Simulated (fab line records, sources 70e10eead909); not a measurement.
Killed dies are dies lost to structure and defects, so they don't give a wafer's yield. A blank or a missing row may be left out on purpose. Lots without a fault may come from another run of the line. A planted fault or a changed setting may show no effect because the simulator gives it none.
Which tool did it? | flow nand_harc | 6 lots, 18 wafers sampled, at 4 steps of a route of 1159

WHAT THE GAUGES READ, wafer by wafer
NHARC_P_GATE_CD_MEAS_59: target cd 720 nm.
lot  | measured     | on        | cd_nm (nm)
L733 | day 5 10:34  | cd_sem-03 | 717.1 717.8 717.0
L740 | day 7 07:52  | cd_sem-01 | 717.6 718.5 719.5
L745 | day 8 16:59  | cd_sem-01 | 719.6 719.5 719.6
L753 | day 9 22:48  | cd_sem-02 | 717.8 718.4 717.6
L754 | day 10 14:04 | cd_sem-03 | 718.6 720.7 717.7
L756 | day 11 04:52 | cd_sem-03 | 718.7 721.5 721.3

WHICH TOOL RAN EACH LOT (tool, then ch and the chambers of the sampled wafers, then the start)
lot  | NHARC_P_GATE_HM_OPEN_105                     | NHARC_P_GATE_STRIP_75                | NHARC_P_GATE_EXPOSE_56
L733 | rie_diel-01 ch 0,1,3, day 5 09:47 or earlier | plasma_asher-02 ch 0,1, day 5 09:47  | krf_scanner-02 ch 0, day 5 10:25
L740 | rie_diel-01 ch 0,3, day 7 06:56 or earlier   | plasma_asher-01 ch 0,1, day 7 06:56  | krf_scanner-02 ch 0, day 7 07:43
L745 | rie_diel-03 ch 0,1,2, day 8 16:03 or earlier | plasma_asher-01 ch 0,1, day 8 16:03  | krf_scanner-02 ch 0, day 8 16:49
L753 | rie_diel-03 ch 1,2,3, day 9 21:53 or earlier | plasma_asher-02 ch 0,1, day 9 21:53  | krf_scanner-02 ch 0, day 9 22:39
L754 | rie_diel-13 ch 1,2, day 10 13:08 or earlier  | plasma_asher-02 ch 1, day 10 13:08   | krf_scanner-01 ch 0, day 10 13:54
L756 | rie_diel-03 ch 0,3, day 11 03:58 or earlier  | plasma_asher-01 ch 0,1, day 11 03:58 | krf_scanner-04 ch 0, day 11 04:43
- NHARC_P_GATE_HM_OPEN_105: chemistry O2/COS, target depth 360 nm.
- NHARC_P_GATE_STRIP_75: strips in O2.
- NHARC_P_GATE_EXPOSE_56: exposes mask P PSD, target cd 720 nm.

THE ANSWER, worked out from the rows above alone
Rule: what is usual is taken from the lots themselves. Put in order of their means at a reading, lots are off if they are a third of the lots or fewer, leave a main group of 4 or more, and stand apart from it by a gap of 3 or more times the standard deviation of the main group's means; of several such gaps the widest counts. A main group whose means are all the same, to the digits that the tables above print for the reading, isn't used. A lot without any number at a reading at which 4 lots or more have one is off too. The other lots that the step has rows for count as sound.
No lot is off at any reading shown: from this, nothing can be told.

WHAT THE SIMULATOR HAD PUT IN
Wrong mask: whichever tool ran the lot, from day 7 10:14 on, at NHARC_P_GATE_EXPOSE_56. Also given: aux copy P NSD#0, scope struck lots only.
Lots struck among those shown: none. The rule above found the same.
